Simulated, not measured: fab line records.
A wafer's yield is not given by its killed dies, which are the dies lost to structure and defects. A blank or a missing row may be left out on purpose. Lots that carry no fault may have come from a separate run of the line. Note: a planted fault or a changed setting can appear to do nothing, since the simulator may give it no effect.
Struck lot and sound lot, side by side    flow n5_finfet    19 steps out of a route of 1938
Sound: wafers L429.2, L429.3, L429.4. The struck wafers were L430.1, L430.2, L430.5. The cause comes at the end.
For every step that has rows: the tool of each side, followed by ch and its chambers, followed by its first start. Under that, the readings that differ: sound wafers    struck wafers    difference of the means    sigmas: that difference in standard deviations of wafers without a fault.
alike: same words and numbers on both sides, and readings whose means sit less than 2 such deviations apart. not compared: any withheld reading, any reading some wafer has no value for, any bound like >300 that may hide the same value, and any number with overlapping values for which the record gives no deviation.
A row with sigmas, a row that says differs or no value, or rows on one side alone: a step with any of these is where the two part. Numbers that don't overlap but have no deviation are shown without sigmas and don't part them. A reading missing from all wafers of one side parts the sides only when that side holds two or more wafers.

N5_BEOL_M12_CMP_49: polishes, stops on SiOC, t overpolish 20.6 s, target thk 320 nm.
  sound on cmp-04 ch 0,1,3, day 15 04:34; struck on cmp-04 ch 0,1,2, day 15 07:16
  alike: barrier_field_endpoint_s, edge_zone_pressure_frac, motor_current_A, overpolish_run_s
N5_BEOL_M12_THK_MEAS_50: measures by xrf.
  struck on film_metro-01, day 15 07:29; sound on film_metro-01, day 15 04:51
  alike: M12_THK
then, 1 step without rows for these wafers: N5_BEOL_M12_PRE_CLEAN_52 (time 15 s).
N5_BEOL_M12_DEP_53: deposits SiCN from 3MS/NH3, target thk 30 nm, time 10.5 s.
  sound on pecvd-03 ch 1,2, day 15 04:55; struck on pecvd-04 ch 0,1, day 15 07:33
  alike: showerhead_plenum_p_Torr, throttle_valve_pct
N5_BEOL_M12_RS_MEAS_54: a four-point-probe measurement.
  struck on film_metro-02, day 15 07:37; sound on film_metro-01, day 15 05:00
  alike: M12_RS
N5_BEOL_M12_INSPECT_55: inspects for defects (darkfield).
  struck on defect_inspect-01, day 15 07:38; sound on defect_inspect-01, day 15 05:02
  alike: raw_defect_count
N5_BEOL_M13_ILD_DEP_00: deposits SiOC from DEMS/O2, target thk 837.92 nm, time 166.4 s.
  sound on pecvd-02 ch 0,1, day 15 05:04; struck on pecvd-04 ch 0,2, day 15 07:40
  alike: heater_power_w, showerhead_plenum_p_Torr, throttle_valve_pct
N5_BEOL_M13_THK_MEAS_01:
  struck on film_metro-02, day 15 07:49; sound on film_metro-02, day 15 05:13
reading           sound        struck       difference  sigmas
M13_ILD_THK (nm)  838 813 823  856 859 873  +38         +3
then, 4 steps without rows for these wafers: N5_BEOL_M13_COAT_58 (time 60 s, resist thk 89 nm); N5_BEOL_M13_COAT_04 (resist thk 400 nm); N5_BEOL_M13_EBR_06; N5_BEOL_M13_SOFTBAKE_05 (time 60 s).
N5_BEOL_M13_EXPOSE_07: exposes mask V12.
  sound on krf_scanner-02 ch 0, day 15 05:29; struck on krf_scanner-02 ch 0, day 15 07:57
reading                           sound        struck          difference  sigmas
model.BEOL_M13.overlay_x_nm (nm)  3.4 3.4 3.4  36.2 36.2 36.2  +32.8       
  alike: mask
then, 3 steps without rows for these wafers: N5_BEOL_M13_PEB_08 (peb time 90 s); N5_BEOL_M13_DEVELOP_09 (develop time 45 s); N5_BEOL_M13_HARDBAKE_14 (time 120 s).
N5_BEOL_M13_CD_MEAS_10 targets a cd of 190 nm.
  sound on cd_sem-02 ch 0, day 15 05:39; struck on cd_sem-03 ch 0, day 15 08:08
  alike: cd_nm
N5_BEOL_M13_OVL_MEAS_11:
  sound on overlay-01 ch 0, day 15 05:41; struck on overlay-02 ch 0, day 15 08:10
reading       sound  struck    difference  sigmas
V12_OVL (nm)  8 3 9  45 46 41  +37         +7
N5_BEOL_M13_INSPECT_12: inspects for defects (macro).
  struck on defect_inspect-02, day 15 08:11; sound on defect_inspect-02, day 15 05:42
  alike: raw_defect_count

WHERE THEY PART
Earliest at N5_BEOL_M13_THK_MEAS_01; latest, in this record, at N5_BEOL_M13_OVL_MEAS_11. Later steps at which nothing parts them and some readings are alike: N5_BEOL_M13_INSPECT_12.

WHY: the cause the simulator had injected
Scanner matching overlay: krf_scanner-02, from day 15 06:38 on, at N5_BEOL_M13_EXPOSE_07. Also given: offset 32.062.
